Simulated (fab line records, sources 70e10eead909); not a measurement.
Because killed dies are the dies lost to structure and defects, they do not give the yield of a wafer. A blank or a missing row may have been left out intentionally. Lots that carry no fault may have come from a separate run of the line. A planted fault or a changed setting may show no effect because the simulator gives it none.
fab line records    flow nand-harc
[record] lots = 6  wafers = 18  last-day = 31
route steps=1302 shown A_ONON_D1@424 END@1302
lots untouched by any fault: they come from a run of this same line in which no faults occurred
start-h: hours from the record's opening day to when the first of the lot's shown wafers began    wait-h: hours elapsed since this lot's preceding step    " as in the row above    L1.1+2: one row covering several wafers at once    - value missing, or start not given    * or withheld: withheld    < > ~ a bound
route shown NAME@n: names a module that has steps shown in the file, with the first one's number in the route    usual: mean/standard deviation taken from wafers without a fault    same: alike in all rows    chamber/n: place in a boat    sites: per-site readings    _std_site: the standard deviation of these    _edge_site: mean of outer sites minus mean of inner sites    radius-mm: how far each site lies from the wafer's centre    mask NAME#n: copy n    behind: the tool/chamber that last shaped the wafer    hold: why the lot went on hold/how many hours it stayed there/how the hold came to an end    device: which transistor (n, p or np) failed to switch    end of line: tests run on the same wafers once the route is complete    a step with no rows: only its recipe    killed: count of dies lost to structure and defects at first sort (not the wafer's yield)    map: shows each die of a wafer: x if killed, . if not, _ if none is there
set.NAME: the setting as run; set.NAME@STEP: as run at that earlier step    model.NAME: the simulator's own value behind a step, which no gauge read
lots seen at some steps along the route; tables by step, rows by wafer
services: from which hour (start-h, from the record's first day; less than 0 if before it) a tool's chamber was out of use, for how many hours, and why
[[steps]]
[step NHARC_A_ONON_D1_DEP_00]
[recipe] target-thk-a = 10000  n2-flow-sccm = 2750  n2o-flow-sccm = 2000  nh3-flow-sccm = 500  sih4-flow-sccm = 210  temp-c = 400
[step NHARC_A_ONON_D1_THK_MEAS_02]
[recipe] thk-meas-gauge = ellipsometry
[usual] thk-nm = 998/8.6
lot.wafer  tool           chamber  start-h  wait-h  thk-nm
L193.1     film-metro-02  -        200.90   -       1000
L193.3     "              -        "        "       1001
L193.5     "              -        "        "       1000
L194.1     film-metro-01  -        200.91   -       1013
L194.2     "              -        "        "       1013
L194.6     "              -        "        "       1012
L195.1     film-metro-02  -        213.26   -       990
L195.3     "              -        "        "       991
L195.4     "              -        "        "       990
L200.1     film-metro-02  -        257.46   -       999
L200.2     "              -        "        "       999
L200.5     "              -        "        "       1001
L207.1     film-metro-01  -        333.61   -       1005
L207.2     "              -        "        "       1002
L207.6     "              -        "        "       1006
L209.2     film-metro-02  -        348.03   -       999
L209.3     "              -        "        "       995
L209.4     "              -        "        "       998
[step NHARC_A_ONON_D1_DEP_03]
[recipe] target-thk-a = 10000  n2-flow-sccm = 2750  n2o-flow-sccm = 2000  nh3-flow-sccm = 500  sih4-flow-sccm = 210  temp-c = 400
[step NHARC_A_ONON_D1_THK_MEAS_05]
[recipe] thk-meas-gauge = ellipsometry
[usual] thk-nm = 997/11
lot.wafer  tool           chamber  start-h  wait-h  thk-nm
L193.1     film-metro-02  -        201.47   -       995
L193.3     "              -        "        "       995
L193.5     "              -        "        "       994
L194.1     film-metro-01  -        201.48   -       997
L194.2     "              -        "        "       998
L194.6     "              -        "        "       998
L195.1     film-metro-02  -        213.83   -       989
L195.3     "              -        "        "       988
L195.4     "              -        "        "       987
L200.1     film-metro-02  -        258.03   -       981
L200.2     "              -        "        "       982
L200.5     "              -        "        "       980
L207.1     film-metro-01  -        334.18   -       999
L207.2     "              -        "        "       1001
L207.6     "              -        "        "       1002
L209.2     film-metro-01  -        348.60   -       987
L209.3     "              -        "        "       988
L209.4     "              -        "        "       987
[step NHARC_A_ONON_D1_DEP_06]
[recipe] target-thk-a = 10000  n2-flow-sccm = 2750  n2o-flow-sccm = 2000  nh3-flow-sccm = 500  sih4-flow-sccm = 210  temp-c = 400
[step NHARC_A_ONON_D1_THK_MEAS_08]
[recipe] thk-meas-gauge = ellipsometry
[usual] thk-nm = 1001/10
lot.wafer  tool           chamber  start-h  wait-h  thk-nm
L193.1     film-metro-01  -        202.04   -       1008
L193.3     "              -        "        "       1010
L193.5     "              -        "        "       1007
L194.1     film-metro-02  -        202.04   -       994
L194.2     "              -        "        "       995
L194.6     "              -        "        "       996
L195.1     film-metro-01  -        214.40   -       1024
L195.3     "              -        "        "       1021
L195.4     "              -        "        "       1024
L200.1     film-metro-01  -        258.59   -       991
L200.2     "              -        "        "       990
L200.5     "              -        "        "       989
L207.1     film-metro-02  -        334.74   -       984
L207.2     "              -        "        "       983
L207.6     "              -        "        "       984
L209.2     film-metro-01  -        349.17   -       1008
L209.3     "              -        "        "       1008
L209.4     "              -        "        "       1009
[step NHARC_A_ONON_D1_DEP_09]
[recipe] target-thk-a = 10000  n2-flow-sccm = 2750  n2o-flow-sccm = 2000  nh3-flow-sccm = 500  sih4-flow-sccm = 210  temp-c = 400
[step NHARC_A_ONON_D1_THK_MEAS_11]
[recipe] thk-meas-gauge = ellipsometry
[usual] thk-nm = 1000/11
lot.wafer  tool           chamber  start-h  wait-h  thk-nm
L193.1     film-metro-02  -        202.60   -       992
L193.3     "              -        "        "       991
L193.5     "              -        "        "       992
L194.1     film-metro-01  -        202.60   -       987
L194.2     "              -        "        "       988
L194.6     "              -        "        "       989
L195.1     film-metro-01  -        214.96   -       996
L195.3     "              -        "        "       997
L195.4     "              -        "        "       996
L200.1     film-metro-02  -        259.16   -       995
L200.2     "              -        "        "       995
L200.5     "              -        "        "       994
L207.1     film-metro-02  -        335.33   -       995
L207.2     "              -        "        "       996
L207.6     "              -        "        "       994
L209.2     film-metro-01  -        349.73   -       998
L209.3     "              -        "        "       998
L209.4     "              -        "        "       998
[step NHARC_A_ONON_D1_DEP_12]
[recipe] target-thk-a = 10000  n2-flow-sccm = 2750  n2o-flow-sccm = 2000  nh3-flow-sccm = 500  sih4-flow-sccm = 210  temp-c = 400
[step NHARC_A_ONON_D1_THK_MEAS_14]
[recipe] thk-meas-gauge = ellipsometry
[usual] thk-nm = 998/11
lot.wafer  tool           chamber  start-h  wait-h  thk-nm
L194.1     film-metro-01  -        203.16   -       1001
L194.2     "              -        "        "       1003
L194.6     "              -        "        "       1000
L193.1     film-metro-02  -        203.17   -       995
L193.3     "              -        "        "       994
L193.5     "              -        "        "       995
L195.1     film-metro-01  -        215.53   -       991
L195.3     "              -        "        "       990
L195.4     "              -        "        "       992
L200.1     film-metro-01  -        259.72   -       1013
L200.2     "              -        "        "       1015
L200.5     "              -        "        "       1015
L207.1     film-metro-01  -        335.89   -       987
L207.2     "              -        "        "       987
L207.6     "              -        "        "       986
L209.2     film-metro-02  -        350.29   -       1002
L209.3     "              -        "        "       1001
L209.4     "              -        "        "       1001
[step NHARC_A_ONON_D1_ANNEAL_15]
[recipe] temp-c = 750  time-s = 3600
[step NHARC_A_ONON_D1_DEP_16]
[recipe] target-thk-a = 10000  n2-flow-sccm = 2750  n2o-flow-sccm = 2000  nh3-flow-sccm = 500  sih4-flow-sccm = 210  temp-c = 400
[usual] n2o-flow-sccm = 1999/6.2  nh3-flow-sccm = 500.2/1.5
lot.wafer  tool           chamber  start-h  wait-h  n2o-flow-sccm  nh3-flow-sccm
L193.1     pecvd-onon-04  0        211.66   0.1     2010           499.3
L193.3     "              0        "        "       2012           499.1
L193.5     "              0        "        "       2013           501.6
L194.1     pecvd-onon-03  0        211.66   0.1     1993           498.8
L194.2     "              0        "        "       2000           501.2
L194.6     "              0        "        "       2003           501.4
L195.1     pecvd-onon-02  0        222.79   0.1     2004           501.4
L195.3     "              0        "        "       2007           500.3
L195.4     "              0        "        "       2005           500.2
L200.1     pecvd-onon-02  0        267.01   0.1     1997           499.4
L200.2     "              0        "        "       1990           498.5
L200.5     "              0        "        "       1994           500.6
L207.1     pecvd-onon-03  0        343.08   0.1     2013           498.5
L207.2     "              0        "        "       1994           497.3
L207.6     "              0        "        "       1999           498.5
L209.2     pecvd-onon-03  0        357.64   0.1     2006           498.6
L209.3     "              0        "        "       2004           499.0
L209.4     "              0        "        "       2006           497.5
[step NHARC_A_ONON_D1_THK_MEAS_18]
[recipe] thk-meas-gauge = ellipsometry
[usual] thk-nm = 1002/8.8
lot.wafer  tool           chamber  start-h  wait-h  thk-nm
L194.1     film-metro-02  -        212.17   -       1006
L194.2     "              -        "        "       1005
L194.6     "              -        "        "       1006
L193.1     film-metro-02  -        212.18   -       996
L193.3     "              -        "        "       996
L193.5     "              -        "        "       995
L195.1     film-metro-02  -        223.30   -       1005
L195.3     "              -        "        "       1004
L195.4     "              -        "        "       1006
L200.1     film-metro-01  -        267.52   -       995
L200.2     "              -        "        "       996
L200.5     "              -        "        "       997
L207.1     film-metro-01  -        343.59   -       627
L207.2     "              -        "        "       625
L207.6     "              -        "        "       627
L209.2     film-metro-01  -        358.09   -       606
L209.3     "              -        "        "       989
L209.4     "              -        "        "       986
[step NHARC_A_ONON_D1_DEP_19]
[recipe] target-thk-a = 10000  n2-flow-sccm = 2750  n2o-flow-sccm = 2000  nh3-flow-sccm = 500  sih4-flow-sccm = 210  temp-c = 400
[step NHARC_END_SORT_01]
[recipe] temp-c = 25
[usual] killed-at-array = 53/20  killed-at-other = 1/1.2  killed-at-periphery = 3.7/2.6  killed-dies = 58/20  killed-open = 3.5/1.8  killed-short = 2.4/1.7
[same] gross-dies = 677
lot.wafer  tool       chamber  start-h  wait-h  killed-at-array  killed-at-other  killed-at-periphery  killed-dies  killed-open  killed-short
L193.1     prober-01  0        601.56   2.5     38               0                1                    39           3            1
L193.3     prober-01  0        603.16   3.1     52               0                1                    53           3            4
L193.5     prober-01  0        604.76   3.7     53               0                5                    58           7            2
L195.1     prober-02  0        601.61   2.5     41               1                4                    46           3            3
L195.3     prober-02  0        603.21   3.1     49               1                5                    55           5            1
L195.4     prober-02  0        604.02   3.4     49               3                1                    53           3            0
L194.1     prober-01  0        609.41   2.5     76               0                3                    79           5            0
L194.2     prober-01  0        610.21   2.8     93               1                5                    99           3            2
L194.6     prober-01  0        613.44   4.0     96               0                6                    102          1            0
L200.1     prober-02  0        653.36   2.5     64               1                1                    66           1            3
L200.2     prober-02  0        654.16   2.8     60               3                5                    68           3            3
L200.5     prober-02  0        656.56   3.7     65               3                5                    73           4            5
L207.1     prober-01  0        724.12   2.5     675              1                1                    677          4            2
L207.2     prober-01  0        724.93   2.8     677              0                0                    677          3            3
L207.6     prober-01  0        728.14   4.0     673              1                3                    677          1            2
L209.2     prober-02  0        738.77   2.8     674              1                2                    677          5            1
// killed by level:class
L193.1 A_SLIT:chamber-film-flake=27 A_CHANNEL_HOLE_D2:chamber-film-flake=3 A_CONTACT:chamber-film-flake=2 P_M0:geometric-particle:open=1 A_SOURCE_PLATE:geometric-particle:short=1 A_CHANNEL_HOLE_D2:geometric-particle:open=1 A_SGD_CUT:geometric-particle:open=1 A_CHANNEL_HOLE_D1:chamber-film-flake=1
L195.1 A_CHANNEL_HOLE_D2:chamber-film-flake=28 A_STAIRCASE:chamber-film-flake=4 A_SGD_CUT:chamber-film-flake=2 P_M0:geometric-particle:open=1 A_CHANNEL_HOLE_D1:geometric-particle:short=1 A_CHANNEL_FILL_D2:geometric-particle:open=1 A_CONTACT:geometric-particle:short=1 A_M0:geometric-particle:open=1
L193.3 A_SLIT:chamber-film-flake=21 A_CONTACT:chamber-film-flake=13 A_STAIRCASE:chamber-film-flake=4 A_DECK1_JOINT:geometric-particle:short=2 A_CHANNEL_HOLE_D1:chamber-film-flake=2 A_CHANNEL_HOLE_D2:chamber-film-flake=2 P_M0:geometric-particle:open=1 A_ONON_D1:geometric-particle:short=1
L195.3 A_CHANNEL_HOLE_D2:chamber-film-flake=33 P_GATE:chamber-film-flake=3 A_CHANNEL_HOLE_D1:chamber-film-flake=3 A_STAIRCASE:chamber-film-flake=3 A_CONTACT:chamber-film-flake=2 A_M0:chamber-film-flake=2 P_M1:geometric-particle:open=1 A_ONON_D1:geometric-particle:open=1
L195.4 A_CHANNEL_HOLE_D2:chamber-film-flake=32 A_CHANNEL_HOLE_D1:chamber-film-flake=4 A_SGD_CUT:chamber-film-flake=3 THIN_TSV:chamber-film-flake=3 A_STAIRCASE:chamber-film-flake=2 A_SLIT:chamber-film-flake=2 A_SOURCE_PLATE:geometric-particle:open=1 A_ONON_D1:geometric-particle:open=1
L193.5 A_SLIT:chamber-film-flake=27 A_CONTACT:chamber-film-flake=8 A_CHANNEL_HOLE_D2:chamber-film-flake=6 A_DECK1_JOINT:geometric-particle:open=3 A_CHANNEL_HOLE_D1:chamber-film-flake=2 A_DECK1_JOINT:chamber-film-flake=2 P_GATE:geometric-particle:open=1 P_M0:geometric-particle:open=1
L194.1 A_CHANNEL_HOLE_D2:chamber-film-flake=29 A_CHANNEL_HOLE_D1:chamber-film-flake=19 A_SLIT:chamber-film-flake=14 A_STAIRCASE:chamber-film-flake=3 A_CONTACT:chamber-film-flake=3 A_ONON_D2:geometric-particle:open=2 P_GATE:chamber-film-flake=2 A_WL_FILL:chamber-film-flake=2
L194.2 A_CHANNEL_HOLE_D2:chamber-film-flake=30 A_SLIT:chamber-film-flake=23 A_CHANNEL_HOLE_D1:chamber-film-flake=22 A_CONTACT:chamber-film-flake=6 A_STAIRCASE:chamber-film-flake=4 A_CHANNEL_FILL_D1:geometric-particle:short=2 P_ZERO_WELL:chamber-film-flake=2 P_GATE:chamber-film-flake=2
L194.6 A_CHANNEL_HOLE_D2:chamber-film-flake=33 A_CHANNEL_HOLE_D1:chamber-film-flake=29 A_SLIT:chamber-film-flake=27 P_GATE:chamber-film-flake=4 A_WL_FILL:chamber-film-flake=2 A_CHANNEL_HOLE_D2:geometric-particle:open=1 P_STI:chamber-film-flake=1 P_M2:chamber-film-flake=1
L200.1 A_CHANNEL_HOLE_D1:chamber-film-flake=32 A_CHANNEL_HOLE_D2:chamber-film-flake=16 A_CONTACT:chamber-film-flake=6 A_DECK1_JOINT:chamber-film-flake=3 A_ZERO_WELL:chamber-film-flake=2 A_ONON_D2:geometric-particle:short=1 A_CHANNEL_HOLE_D2:geometric-particle:open=1 A_SGD_CUT:geometric-particle:short=1
L200.2 A_CHANNEL_HOLE_D1:chamber-film-flake=32 A_CHANNEL_HOLE_D2:chamber-film-flake=12 A_CONTACT:chamber-film-flake=6 P_M2:chamber-film-flake=3 A_WL_FILL:chamber-film-flake=3 THIN_TSV:chamber-film-flake=3 P_M0:geometric-particle:short=1 P_M1:geometric-particle:open=1
L200.5 A_CHANNEL_HOLE_D1:chamber-film-flake=30 A_CHANNEL_HOLE_D2:chamber-film-flake=19 A_CONTACT:chamber-film-flake=5 A_STAIRCASE:chamber-film-flake=3 THIN_TSV:chamber-film-flake=3 A_ONON_D1:geometric-particle:short=2 P_ZERO_WELL:chamber-film-flake=2 P_CONTACT:geometric-particle:open=1
L207.1 A_ONON_D1:area-dep=613 A_CHANNEL_HOLE_D1:chamber-film-flake=31 A_SLIT:chamber-film-flake=18 A_ONON_D2:geometric-particle:open=2 A_WL_FILL:geometric-particle:short=2 A_STAIRCASE:chamber-film-flake=2 A_WL_FILL:chamber-film-flake=2 A_CONTACT:chamber-film-flake=2
L207.2 A_ONON_D1:area-dep=595 A_CHANNEL_HOLE_D1:chamber-film-flake=33 A_SLIT:chamber-film-flake=33 A_CONTACT:chamber-film-flake=4 A_WL_FILL:chamber-film-flake=3 A_DECK1_JOINT:chamber-film-flake=2 A_CHANNEL_FILL_D1:geometric-particle:open=1 A_CHANNEL_HOLE_D2:geometric-particle:short=1
L207.6 A_ONON_D1:area-dep=618 A_CHANNEL_HOLE_D1:chamber-film-flake=32 A_SLIT:chamber-film-flake=15 A_CONTACT:chamber-film-flake=5 P_CONTACT:geometric-particle:short=1 P_CONTACT:geometric-particle:open=1 A_M0:geometric-particle:short=1 P_GATE:chamber-film-flake=1
L209.2 A_ONON_D1:area-dep=630 A_SLIT:chamber-film-flake=17 A_CHANNEL_HOLE_D2:chamber-film-flake=15 A_CONTACT:chamber-film-flake=4 A_CHANNEL_FILL_D2:chamber-film-flake=2 P_M0:geometric-particle:open=1 P_M1:geometric-particle:open=1 A_ONON_D1:geometric-particle:open=1
// map L207.1 (x killed, . not)
____________x____________
_________xxxxxxx_________
_______xxxxxxxxxxx_______
______xxxxxxxxxxxxx______
_____xxxxxxxxxxxxxxx_____
____xxxxxxxxxxxxxxxxx____
____xxxxxxxxxxxxxxxxx____
___xxxxxxxxxxxxxxxxxxx___
___xxxxxxxxxxxxxxxxxxx___
__xxxxxxxxxxxxxxxxxxxxx__
__xxxxxxxxxxxxxxxxxxxxx__
_xxxxxxxxxxxxxxxxxxxxxxx_
_xxxxxxxxxxxxxxxxxxxxxxx_
_xxxxxxxxxxxxxxxxxxxxxxx_
_xxxxxxxxxxxxxxxxxxxxxxx_
_xxxxxxxxxxxxxxxxxxxxxxx_
xxxxxxxxxxxxxxxxxxxxxxxxx
xxxxxxxxxxxxxxxxxxxxxxxxx
xxxxxxxxxxxxxxxxxxxxxxxxx
xxxxxxxxxxxxxxxxxxxxxxxxx
xxxxxxxxxxxxxxxxxxxxxxxxx
_xxxxxxxxxxxxxxxxxxxxxxx_
_xxxxxxxxxxxxxxxxxxxxxxx_
_xxxxxxxxxxxxxxxxxxxxxxx_
_xxxxxxxxxxxxxxxxxxxxxxx_
_xxxxxxxxxxxxxxxxxxxxxxx_
__xxxxxxxxxxxxxxxxxxxxx__
__xxxxxxxxxxxxxxxxxxxxx__
___xxxxxxxxxxxxxxxxxxx___
___xxxxxxxxxxxxxxxxxxx___
____xxxxxxxxxxxxxxxxx____
____xxxxxxxxxxxxxxxxx____
_____xxxxxxxxxxxxxxx_____
______xxxxxxxxxxxxx______
_______xxxxxxxxxxx_______
_________xxxxxxx_________
____________x____________
// map L209.2 (x killed, . not)
____________x____________
_________xxxxxxx_________
_______xxxxxxxxxxx_______
______xxxxxxxxxxxxx______
_____xxxxxxxxxxxxxxx_____
____xxxxxxxxxxxxxxxxx____
____xxxxxxxxxxxxxxxxx____
___xxxxxxxxxxxxxxxxxxx___
___xxxxxxxxxxxxxxxxxxx___
__xxxxxxxxxxxxxxxxxxxxx__
__xxxxxxxxxxxxxxxxxxxxx__
_xxxxxxxxxxxxxxxxxxxxxxx_
_xxxxxxxxxxxxxxxxxxxxxxx_
_xxxxxxxxxxxxxxxxxxxxxxx_
_xxxxxxxxxxxxxxxxxxxxxxx_
_xxxxxxxxxxxxxxxxxxxxxxx_
xxxxxxxxxxxxxxxxxxxxxxxxx
xxxxxxxxxxxxxxxxxxxxxxxxx
xxxxxxxxxxxxxxxxxxxxxxxxx
xxxxxxxxxxxxxxxxxxxxxxxxx
xxxxxxxxxxxxxxxxxxxxxxxxx
_xxxxxxxxxxxxxxxxxxxxxxx_
_xxxxxxxxxxxxxxxxxxxxxxx_
_xxxxxxxxxxxxxxxxxxxxxxx_
_xxxxxxxxxxxxxxxxxxxxxxx_
_xxxxxxxxxxxxxxxxxxxxxxx_
__xxxxxxxxxxxxxxxxxxxxx__
__xxxxxxxxxxxxxxxxxxxxx__
___xxxxxxxxxxxxxxxxxxx___
___xxxxxxxxxxxxxxxxxxx___
____xxxxxxxxxxxxxxxxx____
____xxxxxxxxxxxxxxxxx____
_____xxxxxxxxxxxxxxx_____
______xxxxxxxxxxxxx______
_______xxxxxxxxxxx_______
_________xxxxxxx_________
____________x____________
[[services]]
tool           chamber  start-h  hours  kind
pecvd-onon-02  -        211.41   6.8    repair
pecvd-onon-03  -        227.00   13.0   pm
pecvd-onon-02  -        253.47   6.7    repair
pecvd-onon-03  -        296.79   4.9    repair
pecvd-onon-04  -        311.30   13.0   pm
[[key]]
[first-sign] step = NHARC_A_ONON_D1_THK_MEAS_18  reading = thk-nm  direction = down  sigmas = 43  usual = 1002  struck = 621
[effect] step = NHARC_END_SORT_01  reading = killed-at-array  direction = up  sigmas = 32  usual = 53  struck = 675
[more-kills-born-at] NHARC_A_ONON_D1_DEP_16@pecvd-onon-03 = 2456
met-at NHARC_A_ONON_D1_DEP_16
struck-wafers L207.1,L207.2,L207.6,L209.2
later-rows-left-out L207.1,L207.2,L207.6,L209.2
tester-left-out L207,L209
onset-between 211.66 343.08
[fault] kind = process-parameter-drift  tool = pecvd-onon-03  chamber = -  onset-h = 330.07  steps = NHARC_A_ONON_D1_DEP_16  channel = target-thk-a  offset = *  shape = step  end-h = 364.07  scope = struck-wafers-only  acts-in = *  stated = *
// tester-left-out: of these lots the tester's yield and bins aren't shown, on N5 and GAA mostly nor the transistor test; their killed dies are dies lost to structure and defects alone, not to doping, threshold or leakage, so they don't give the yield
// later-rows-left-out: the simulator's readings of these wafers behind a module that went badly wrong aren't trusted and aren't shown, but for the sort
